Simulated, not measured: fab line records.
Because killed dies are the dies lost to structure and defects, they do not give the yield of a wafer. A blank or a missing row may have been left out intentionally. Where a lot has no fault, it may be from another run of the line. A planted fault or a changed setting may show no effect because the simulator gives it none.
Chamber matching | flow nand-harc | pecvd-01 running NHARC_A_STAIRCASE_DEP_322: 3 sister chambers
The step deposits SiO2, target thk 3800 nm. 6 wafers are shown with their chamber, then 12 later ones without.

## WAFERS, EACH WITH ITS CHAMBER
wafer  | chamber | heater-power-w (W)
L091.2 | 0       | 771
L091.3 | 1       | 725
L091.4 | 2       | 642
L087.2 | 2       | 731
L087.3 | 0       | 837
L087.5 | 1       | 653

## WAFERS MISSING THEIR CHAMBER
wafer  | heater-power-w (W)
L092.1 | 779
L092.3 | 646
L092.6 | 632
L092.2 | 831
L092.4 | 698
L092.5 | 701
L096.1 | 814
L096.2 | 809
L096.4 | 714
L097.2 | 866
L097.3 | 767
L097.5 | 658

## THE CHAMBER EACH PASSED THROUGH
wafer  | from the rows above          | in truth
L092.1 | can't be placed: 0 or 1 or 2 | 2
L092.3 | can't be placed: 2 or 1      | 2
L092.6 | can't be placed: 2 or 1      | 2
L092.2 | 0                            | 0
L092.4 | can't be placed: 1 or 2 or 0 | 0
L092.5 | can't be placed: 1 or 2 or 0 | 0
L096.1 | 0                            | 0
L096.2 | 0                            | 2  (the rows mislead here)
L096.4 | can't be placed: 1 or 2 or 0 | 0
L097.2 | 0                            | 0
L097.3 | can't be placed: 0 or 1 or 2 | 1
L097.5 | can't be placed: 2 or 1      | 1
Correct placement for 3 of the 12. Can't be placed from these rows: 8 (the true chamber is among the candidates in 8). Number placed wrongly: 1.
How it was worked out, from the rows above alone: a wafer's distance from a chamber is the root of the sum, over the readings, of the square of ((its reading less the chamber's mean) divided by the reading's scatter). The wafer belongs to the nearest chamber; if the next one is less than 2 further off, it can't be placed. Each chamber's mean is taken over the wafers shown for it. The scatter: the root of (the sum of the squares of (reading less its chamber's mean) over the shown wafers, divided by (wafers less chambers)).
